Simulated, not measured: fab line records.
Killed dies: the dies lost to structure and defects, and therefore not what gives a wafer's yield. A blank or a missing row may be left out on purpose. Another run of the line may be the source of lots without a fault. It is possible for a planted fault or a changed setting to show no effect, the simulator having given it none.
fab line records ; flow n5-finfet
record: lots: 5; wafers: 12; last-day: 16
route steps=1938 shown PMOS_HMC_CHANNEL_EPI@86 FIN_SAQP@90 BEOL_M4@1111 PASSIVATION@1936
lots untouched by any fault: they come from a run of this same line in which no faults occurred
start-h: hours from the record's opening day to when the first of the lot's shown wafers began ; wait-h: hours since the lot's step before ; " the same as in the row above ; L1.1+2: several wafers, shown together as one row ; - no value present, or no start provided ; * or withheld: withheld ; < > ~ a bound
route shown NAME@n: a module of which the file shows steps, and the number in the route of the first ; usual: mean/standard deviation taken from wafers without a fault ; same: alike in all rows ; chamber/n: place in a boat ; sites: per-site readings ; _std_site: standard deviation across them ; _edge_site: mean of outer sites minus mean of inner sites ; radius-mm: how far each site lies from the wafer's centre ; mask NAME#n: copy n ; behind: tool/chamber where the wafer was last shaped ; hold: reason for holding the lot/hours on hold/outcome of the hold ; device: the transistor (n, p or np) that didn't switch ; end of line: the tests these same wafers got at the end of their route ; for a step that has no rows: nothing shown but its recipe ; killed: the dies lost at the first sort to structure and to defects; this is not the yield of the wafer ; map: a wafer's dies, marking killed ones x, the rest . and places with no die _
set.NAME: the setting the step ran with; set.NAME@STEP: the setting that earlier step ran with ; model.NAME: the simulator's own value behind a step, which no gauge read
lots at some steps of the route; a table a step, a row a wafer
services: when a tool's chamber went out of use (start-h, in hours from the record's first day, below 0 if earlier), for how many hours, and the reason
== steps ==
step: N5_PMOS_HMC_CHANNEL_EPI_SRD_25
recipe: dry: ipa-marangoni; do-ppb: 5; time-s: 30; temp-c: 23; rinse-liquid: diw
step: N5_PMOS_HMC_CHANNEL_EPI_EPI_26
recipe: material: Si; target-thk-a: 38; temp-c: 650; precursor: SiH4/H2; pressure-torr: 20; time-s: 22.7
step: N5_FIN_SAQP_PRECLEAN_42
recipe: chemistry: O3/DIW; time-s: 60; temp-c: 22; o3-ppm: 10
step: N5_FIN_SAQP_PRECLEAN_00
recipe: chemistry: SC1; time-s: 60; temp-c: 55; mix: 1:2:50
step: N5_FIN_SAQP_PRECLEAN_44
recipe: chemistry: SC2; time-s: 45; temp-c: 35; mix: 1:1:50
step: N5_FIN_SAQP_SRD_01
recipe: dry: ipa-marangoni; time-s: 30; temp-c: 23; rinse-liquid: diw
step: N5_FIN_SAQP_ALD_61
recipe: material: SiO2; target-thk-a: 40; temp-c: 300; ald-precursor-family: BDEAS; ald-co-reactant: O2-plasma; pulse-time-s: 1; purge-time-s: 2; co-reactant-purge-time-s: 2; ald-cycles: 43; pressure-torr: 2
step: N5_FIN_SAQP_DENSIFY_62
recipe: temp-c: 700; time-s: 60; ambient: N2; idle-temp-c: 600; ramp-up-c-per-s: 150; ramp-down-c-per-s: 60; cool-to-c: 600
step: N5_FIN_SAQP_HM_DEP_03
recipe: material: SiNx; target-thk-a: 380; temp-c: 400; precursor: SiH4/NH3/N2; pressure-torr: 1.5; rf-w: 300; time-s: 33.6
step: N5_FIN_SAQP_PECVD_47
recipe: material: a-Si; target-thk-a: 450; temp-c: 400; precursor: SiH4/He; pressure-torr: 3; rf-w: 100; time-s: 36.3
usual: chamber-pressure-Torr: 3.000/0.0067; heater-power-w: 783/67; rf-fwd-power-W: 99.1/0.39; run-length-s: 72.9/0.64; showerhead-plenum-p-Torr: 5.67/0.046; showerhead-vpp-V: 610/24; throttle-valve-pct: 18.8/1.2
lot.wafer;tool;chamber;start-h;wait-h;chamber-pressure-Torr;heater-power-w;rf-fwd-power-W;run-length-s;showerhead-plenum-p-Torr;showerhead-vpp-V;throttle-valve-pct;model.a-Si_of_FIN_SAQP_PECVD_47.thk-nm
L498.2;pecvd-03;0;94.27;0.0;3.007;826;98.5;73.6;5.71;584;18.2;44.51
L498.3;pecvd-03;2;94.27;0.0;3.003;732;99.3;72.2;5.69;627;17.2;44.95
L498.6;pecvd-03;1;94.27;0.0;2.998;730;98.4;73.3;5.68;595;19.1;45.7
L499.2;pecvd-03;1;99.42;0.0;2.992;812;98.7;79.1;5.66;588;19.1;51.97
L499.6;pecvd-03;2;99.42;0.0;2.999;642;99.3;72.4;5.70;628;17.0;45.82
L501.2;pecvd-03;0;112.19;0.0;3.019;866;99.6;78.7;5.72;592;18.1;51.69
L501.5;pecvd-03;1;112.19;0.0;2.991;779;98.9;73.1;5.67;580;19.2;46.41
L502.1;pecvd-03;1;117.22;0.0;2.996;824;99.0;79.1;5.68;585;19.0;51.35
L502.2;pecvd-03;2;117.22;0.0;3.004;737;99.6;77.7;5.69;629;17.3;51.63
L503.1;pecvd-04;0;123.36;0.0;2.994;709;99.2;73.0;5.66;604;18.9;44.64
L503.4;pecvd-04;0;123.36;0.0;2.994;721;99.3;72.6;5.67;605;19.2;45.79
L503.6;pecvd-04;1;123.36;0.0;2.998;834;98.9;72.8;5.62;653;20.3;45.21
step: N5_FIN_SAQP_PECVD_48
recipe: material: SiNx; target-thk-a: 250; temp-c: 400; precursor: SiH4/NH3/N2; pressure-torr: 1.5; rf-w: 300; time-s: 22.1
step: N5_FIN_SAQP_PECVD_06
recipe: material: a-Si; target-thk-a: 600; temp-c: 400; precursor: SiH4/He; pressure-torr: 3; rf-w: 100; time-s: 48.1
step: N5_FIN_SAQP_HM_DEP_72
recipe: material: SiO2; target-thk-a: 120; temp-c: 400; precursor: SiH4/N2O; pressure-torr: 0.75; rf-w: 275; time-s: 7.2
step: N5_FIN_SAQP_COAT_49
recipe: resist: SOC; temp-c: 250; time-s: 60; spin-rpm: 1500; resist-thk-nm: 100
step: N5_FIN_SAQP_COAT_50
recipe: resist: SiARC; temp-c: 220; time-s: 60; spin-rpm: 1500; resist-thk-nm: 35
step: N5_FIN_SAQP_COAT_10
recipe: resist: CAR-ArF; spin-rpm: 1500; resist-thk-nm: 90
step: N5_FIN_SAQP_EBR_12
recipe: solvent: PGMEA; ebr-width-mm: 1.5
step: N5_FIN_SAQP_SOFTBAKE_11
recipe: temp-c: 110; time-s: 60; resist: CAR-ArF
step: N5_FIN_SAQP_EXPOSE_13
recipe: mask-id: FIN_CORE; na: 1.35; source-shape: dipole; sigma-inner: 0.538; sigma-outer: 0.738; polarization: te; target-cd-nm: 35.6; dose-mj: 63.25
step: N5_FIN_SAQP_PEB_14
recipe: peb-temp-c: withheld; peb-time-s: 60; resist: CAR-ArF
step: N5_FIN_SAQP_DEVELOP_15
recipe: develop-time-s: 30; developer: TMAH; resist: CAR-ArF; dev-temp-c: 23; rinse-liquid: diw; dry: air-spin
step: N5_FIN_SAQP_DESCUM_21
recipe: chemistry: O2; time-s: 7.9; source-power-w: 50; bias-power-w: 20; pressure-mtorr: 20; rf-frequency-hz: 2.712e+07; temp-c: 40; resist: CAR-ArF; o2-flow-sccm: 225
step: N5_FIN_SAQP_ETCH_51
recipe: chemistry: CF4; target: SiARC; target-depth-a: 455; mask-material: CAR-ArF; time-s: 75.8; ion-energy-ev: 80; pressure-mtorr: 40; source-w: 545; bias-w: 36; Ar_flow_sccm: 100; cf4-flow-sccm: 100; ends: cleared
step: N5_FIN_SAQP_ETCH_52
recipe: chemistry: N2/H2; target: SOC; target-depth-a: 1000; overetch-a: 200; mask-material: SiARC; temp-c: 40; time-s: 150; ion-energy-ev: 200; pressure-mtorr: 30; source-w: 840; bias-w: 150; n2-flow-sccm: 200; h2-flow-sccm: 200; ends: end-point
step: N5_FIN_SAQP_STRIP_53
recipe: chemistry: N2/H2; temp-c: 40; n2-flow-sccm: 200; h2-flow-sccm: 200; rf-frequency-hz: 6e+07
step: N5_FIN_SAQP_HM_OPEN_73
recipe: chemistry: CHF3/O2; target: SiO2; stop-on: a-Si; target-depth-a: 120; over-etch-frac: 1.8; mask-material: SOC; time-s: 16.8; pressure-mtorr: 30; source-w: 650; bias-w: 170; Ar_flow_sccm: 200; CHF3_flow_sccm: 50; O2_flow_sccm: 5; ion-energy-ev: 200; ends: end-point
step: N5_FIN_SAQP_STRIP_74
recipe: chemistry: CHF3/O2; resist: SiARC; rf-frequency-hz: 6e+07
step: N5_FIN_SAQP_MANDREL_ETCH_22
recipe: target-depth-a: 600; chemistry: HBr/Cl2; target: a-Si; stop-on: SiNx; bt-time-s: 10; over-etch-frac: 0.5; time-s: 30; pressure-mtorr: 10; icp-w: 800; bias-w: 75; HBr_flow_sccm: 150; Cl2_flow_sccm: 80; ends: end-point
step: N5_FIN_SAQP_STRIP_55
recipe: chemistry: N2/H2; power-w: 500; temp-c: 40; pressure-mtorr: 50; rf-frequency-hz: 6e+07; overash-fraction: 0.3; bias-power-w: 28; h2-frac: 0.5; n2-flow-sccm: 300; h2-flow-sccm: 300
step: N5_FIN_SAQP_STRIP_23
recipe: chemistry: SPM; time-s: 750; temp-c: 130; h2so4-h2o2-vol-ratio: 4
step: N5_FIN_SAQP_SRD_66
recipe: dry: ipa-marangoni; time-s: 30; temp-c: 23; rinse-liquid: diw
step: N5_FIN_SAQP_RECESS_75
recipe: chemistry: HF/NH3; target: SiO2; target-depth-a: 144; afs-cycles: 3; temp-c: 30; sublimation-temp-c: 180; sublimation-time-s: 60
step: N5_FIN_SAQP_SPACER1_ALD_24
recipe: material: SiO2; target-thk-a: 203; temp-c: 300; ald-precursor-family: BDEAS; ald-co-reactant: O2-plasma; pulse-time-s: 1; purge-time-s: 2; co-reactant-purge-time-s: 2; ald-cycles: 218; pressure-torr: 2
step: N5_FIN_SAQP_SPACER1_ETCHBACK_25
recipe: chemistry: CHF3/O2; mode: anisotropic-etchback; target: SiO2; target-depth-a: 244; time-s: 12.2; pressure-mtorr: 30; source-w: 650; bias-w: 170; Ar_flow_sccm: 200; CHF3_flow_sccm: 50; O2_flow_sccm: 5; ion-energy-ev: 200
step: N5_FIN_SAQP_MANDREL1_REMOVE_56
recipe: chemistry: HBr/Cl2/O2; bt-time-s: 10; target: a-Si; stop-on: SiNx; endpoint: OES-SiCl; over-etch-frac: 1; icp-w: 600; bias-w: 22; HBr_flow_sccm: 150; Cl2_flow_sccm: 80; O2_flow_sccm: 5; pressure-mtorr: 10
step: N5_FIN_SAQP_MANDREL_ETCH_58
recipe: chemistry: HBr/Cl2; target: a-Si; target-depth-a: 450; bt-time-s: 10; stop-on: SiNx; mask-material: SiO2; over-etch-frac: 0.8; time-s: 27; pressure-mtorr: 10; icp-w: 800; bias-w: 75; HBr_flow_sccm: 150; Cl2_flow_sccm: 80; ends: end-point
usual: HBr_flow_sccm: 150.1/0.44; drypump-motor-current-A: 5.8/0.52; oes-product-au: 0.700/0.016; rf-fwd-power-W: 794.7/2.9; throttle-valve-pct: 35.8/0.34
lot.wafer;tool;chamber;start-h;wait-h;HBr_flow_sccm;drypump-motor-current-A;oes-product-au;rf-fwd-power-W;rf-hours-counter-h;throttle-valve-pct;model.etch.depth-nm
L498.2;rie-si-05;0;98.26;0.0;150.4;5.8;0.710;795.1;67;35.6;44.51
L498.3;rie-si-05;1;98.26;0.0;149.2;5.5;0.705;795.7;2;35.6;44.95
L498.6;rie-si-05;1;98.26;0.0;150.5;5.5;0.704;797.5;-;35.7;45.7
L499.2;rie-si-05;3;102.43;0.0;150.5;6.5;0.737;795.9;3;36.4;51.97
L499.6;rie-si-05;0;102.43;0.0;150.2;5.8;0.722;796.9;-;35.6;45.82
L501.2;rie-si-01;2;115.47;0.0;149.9;5.4;0.752;793.4;80;35.5;51.69
L501.5;rie-si-01;3;115.47;0.0;150.0;5.3;0.729;795.4;-;35.5;46.41
L502.1;rie-si-02;3;120.20;0.0;149.8;5.9;0.757;791.2;75;35.7;51.35
L502.2;rie-si-02;0;120.20;0.0;150.0;6.4;0.750;789.2;84;35.8;51.63
L503.1;rie-si-05;3;126.83;0.0;151.2;6.5;0.676;789.9;4;36.6;44.64
L503.4;rie-si-05;1;126.83;0.0;149.6;5.5;0.705;800.3;3;35.6;45.79
L503.6;rie-si-05;2;126.83;0.0;150.9;4.8;0.687;796.7;-;35.9;45.21
step: N5_BEOL_M4_RC_MEAS_101
usual: DIBL_N: 36.7/2.4; DIBL_P: 37.4/2.9; IOFF_N: 0.18/0.05; IOFF_P: 0.23/0.058; ION_N: 683/16; ION_P: 467/11; SS_N: 71.7/0.77; SS_P: 73.5/0.87; VT_N: 249/4.3; VT_P: -250/4.4
lot.wafer;tool;chamber;start-h;wait-h;DIBL_N[mV/V];DIBL_P[mV/V];IOFF_N[nA/um];IOFF_P[nA/um];ION_N[uA/um];ION_P[uA/um];SS_N[mV/dec];SS_P[mV/dec];VT_N[mV];VT_P[mV]
L498.2;prober-02;0;235.38;0.2;38.4;38.5;0.19;0.26;688;470;71.4;73.9;244;-246
L498.3;prober-02;0;235.38;0.2;36.6;36.0;0.14;0.21;675;462;71.2;72.9;253;-248
L498.6;prober-02;0;235.38;0.2;35.2;33.8;0.13;0.19;677;468;70.9;73.2;252;-251
L499.2;prober-01;0;244.55;0.2;36.2;37.7;0.16;0.24;671;462;71.4;73.8;248;-247
L499.6;prober-01;0;244.55;0.2;38.2;39.2;0.20;0.27;698;476;72.2;74.0;249;-245
L501.2;prober-01;0;251.63;0.2;39.5;40.5;0.26;0.28;701;471;72.4;74.9;245;-247
L501.5;prober-01;0;251.63;0.2;37.0;37.1;0.21;0.22;695;464;71.6;73.4;245;-251
L502.1;prober-01;0;258.88;0.0;39.3;40.9;0.21;0.28;704;478;72.0;73.9;249;-247
L502.2;prober-01;0;258.88;0.0;33.3;34.3;0.10;0.17;646;453;70.5;72.6;257;-253
L503.1;prober-02;0;259.90;0.0;35.4;37.9;0.16;0.23;691;478;71.3;73.9;251;-249
L503.4;prober-02;0;259.90;0.0;38.4;41.0;0.21;0.27;692;470;71.8;73.8;248;-248
L503.6;prober-02;0;259.90;0.0;34.6;37.0;0.14;0.21;663;463;70.9;73.5;253;-249
step: N5_PASSIVATION_PROBE_49
usual: defect-limited-yield: 91.4/1.6; killed_at_M0_to_M3: 31/11; killed_at_M4_up: 14/5.7; killed-at-contacts: 12/6; killed-at-front-end: 41/13; killed-at-other: 3.3/2.8; killed-dies: 101/19; killed-on-rim: 13/3.9; killed-open: 67/14; killed-short: 33/8.2; sort_bin_4_leakage: 0.0/0.37; sort_bin_5_function: 5.0/1.1; sort_bin_6_memory: 3.3/0.74; sort-n-pass: 1078/20; sort-yield-pct: 91.3/1.7
same: gross-dies: 1180; killed-at-back-side: 0; sort_bin_8_speed[%]: 0
lot.wafer;tool;chamber;start-h;wait-h;defect-limited-yield[%];killed_at_M0_to_M3;killed_at_M4_up;killed-at-contacts;killed-at-front-end;killed-at-other;killed-dies;killed-on-rim;killed-open;killed-short;sort_bin_4_leakage[%];sort_bin_5_function[%];sort_bin_6_memory[%];sort-n-pass;sort-yield-pct[%]
L498.2;prober-02;-;334.46;0.1;91.0;39;8;2;57;0;106;13;71;35;0;5.3;3.5;1074;91.0
L498.3;prober-02;-;334.51;0.1;90.8;37;14;11;46;1;109;14;76;33;0;5.5;3.5;1071;90.8
L498.6;prober-02;-;334.66;0.3;90.5;40;7;4;61;0;112;16;66;44;0;5.3;3.9;1068;90.5
L499.2;prober-01;-;354.82;0.1;90.3;32;22;13;44;4;115;18;89;25;0;6.1;3.3;1065;90.3
L499.6;prober-01;-;355.02;0.3;92.1;41;14;12;23;3;93;9;60;32;0;4.1;3.6;1087;92.1
L501.2;prober-01;-;364.65;0.1;94.7;16;12;6;26;2;62;8;33;28;0.1;3.3;1.9;1117;94.7
L501.5;prober-01;-;364.80;0.2;91.3;33;8;10;52;0;103;13;71;32;0;5.1;3.4;1077;91.3
L502.1;prober-02;-;368.38;0.0;91.0;34;21;20;31;0;106;17;73;30;0;5.7;3.1;1074;91.0
L502.2;prober-02;-;368.43;0.1;92.6;33;12;12;24;6;87;7;62;25;0;4.8;2.2;1093;92.6
L503.1;prober-01;-;371.93;0.0;89.9;23;18;15;61;2;119;13;85;31;0;5.0;4.6;1061;89.9
L503.4;prober-01;-;372.08;0.2;93.6;23;5;9;38;0;75;10;55;18;0;4.3;1.8;1105;93.6
L503.6;prober-01;-;372.18;0.3;92.3;20;14;19;36;2;91;13;68;23;0;4.2;3.1;1089;92.3
killed by level:class
L498.2 BEOL_M1:geometric-particle:open=12 GATE_CUT:geometric-particle:open=11 GATE_CUT:geometric-particle:short=10 BEOL_M0_SAQP:geometric-particle:open=8 FIN_SAQP:geometric-particle:short=7 STI_FIN_REVEAL:geometric-particle:open=7 BEOL_M0_SAQP:geometric-particle:short=7 FIN_SAQP:geometric-particle:open=5
L498.3 BEOL_M0_SAQP:geometric-particle:short=11 STI_FIN_REVEAL:geometric-particle:open=9 FIN_SAQP:geometric-particle:short=8 MOL_CONTACT_COAG:geometric-particle:open=8 BEOL_M1:geometric-particle:open=8 FIN_SAQP:geometric-particle:open=7 BEOL_M3:geometric-particle:open=6 DUMMY_GATE:geometric-particle:open=5
L498.6 STI_FIN_REVEAL:geometric-particle:open=15 BEOL_M1:geometric-particle:open=10 GATE_CUT:geometric-particle:short=9 BEOL_M0_SAQP:geometric-particle:open=9 BEOL_M0_SAQP:geometric-particle:short=9 FIN_SAQP:geometric-particle:open=8 FIN_SAQP:geometric-particle:short=6 GATE_CUT:geometric-particle:open=5
L499.2 STI_FIN_REVEAL:geometric-particle:open=26 BEOL_M4:geometric-particle:open=11 MOL_CONTACT_COAG:geometric-particle:open=10 BEOL_M3:geometric-particle:open=9 BEOL_M0_SAQP:geometric-particle:open=6 BEOL_M1:geometric-particle:open=6 FIN_SAQP:geometric-particle:short=5 DUMMY_GATE:geometric-particle:open=4
L499.6 BEOL_M0_SAQP:geometric-particle:short=9 BEOL_M1:geometric-particle:open=9 MOL_CONTACT_COAG:geometric-particle:open=8 STI_FIN_REVEAL:geometric-particle:open=6 BEOL_M0_SAQP:geometric-particle:open=6 BEOL_M2:geometric-particle:open=6 BEOL_M4:geometric-particle:open=6 FIN_SAQP:geometric-particle:open=5
L501.2 FIN_SAQP:geometric-particle:short=5 BEOL_M3:geometric-particle:open=5 DUMMY_GATE:geometric-particle:open=4 MOL_CONTACT_COAG:geometric-particle:open=4 STI_FIN_REVEAL:geometric-particle:short=3 ILD0:geometric-particle:open=3 GATE_CUT:geometric-particle:short=3 GATE_CUT:geometric-particle:open=3
L501.5 STI_FIN_REVEAL:geometric-particle:open=15 FIN_SAQP:geometric-particle:open=12 FIN_SAQP:geometric-particle:short=11 BEOL_M3:geometric-particle:open=11 MOL_CONTACT_COAG:geometric-particle:open=8 BEOL_M0_SAQP:geometric-particle:short=8 BEOL_M0_SAQP:geometric-particle:open=8 DUMMY_GATE:geometric-particle:open=6
L502.1 BEOL_M4:geometric-particle:open=17 MOL_CONTACT_COAG:geometric-particle:open=16 DUMMY_GATE:geometric-particle:open=8 BEOL_M0_SAQP:geometric-particle:open=6 BEOL_M3:geometric-particle:open=6 BEOL_M1:geometric-particle:open=6 ILD0:geometric-particle:short=4 BEOL_M1:geometric-particle:short=4
L502.2 MOL_CONTACT_COAG:geometric-particle:open=9 BEOL_M3:geometric-particle:open=8 BEOL_M4:geometric-particle:open=8 BEOL_M0_SAQP:geometric-particle:short=7 STARTING-WAFER:geometric-particle:open=7 BEOL_M1:geometric-particle:open=5 BEOL_M2:geometric-particle:open=5 BEOL_M0_SAQP:geometric-particle:open=4
L503.1 FIN_SAQP:geometric-particle:open=15 MOL_CONTACT_COAG:geometric-particle:open=13 STI_FIN_REVEAL:geometric-particle:open=13 FIN_SAQP:geometric-particle:short=10 BEOL_M3:geometric-particle:open=8 STI_FIN_REVEAL:geometric-particle:short=7 BEOL_M4:geometric-particle:open=6 BEOL_M0:geometric-particle:open=4
L503.4 FIN_SAQP:geometric-particle:open=12 BEOL_M3:geometric-particle:open=12 STI_FIN_REVEAL:geometric-particle:open=7 MOL_CONTACT_COAG:geometric-particle:open=7 BEOL_M3:geometric-particle:short=4 GATE_CUT:geometric-particle:open=4 FIN_SAQP:geometric-particle:short=3 BEOL_M0_SAQP:geometric-particle:open=3
L503.6 MOL_CONTACT_COAG:geometric-particle:open=17 STI_FIN_REVEAL:geometric-particle:open=16 BEOL_M3:geometric-particle:open=7 FIN_SAQP:geometric-particle:open=5 FIN_SAQP:geometric-particle:short=4 BEOL_M0_SAQP:geometric-particle:short=4 BEOL_M4:geometric-particle:open=4 DUMMY_GATE:geometric-particle:open=3
== services ==
tool;chamber;start-h;hours;kind
pecvd-04;1;84.19;-;calibration
pecvd-04;-;98.89;2.7;repair
pecvd-04;2;118.86;5.5;scheduled-down
== key ==
first-sign: step: N5_FIN_SAQP_PECVD_47; reading: run-length-s; direction: up; sigmas: 8.9; usual: *; struck: *
effect: step: N5_FIN_SAQP_MANDREL_ETCH_58; reading: oes-product-au; direction: up; sigmas: 3.1; usual: 0.700; struck: 0.749
model-effect: step: N5_FIN_SAQP_PECVD_47; value: a-Si_of_FIN_SAQP_PECVD_47.thk-nm; without: 45.15; struck: 51.66
model-effect: step: N5_FIN_SAQP_MANDREL_ETCH_58; value: etch.depth-nm; without: 45.15; struck: 51.66
met-at N5_FIN_SAQP_PECVD_47
struck-wafers L499.2,L501.2,L502.1,L502.2
onset-between 94.27 99.42
fault: kind: process-parameter-drift; tool: pecvd-03; chamber: -; onset-h: 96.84; steps: N5_FIN_SAQP_PECVD_47; channel: time-s; offset: *; shape: step; end-h: 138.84; scope: struck-wafers-only; acts-in: *; stated: *
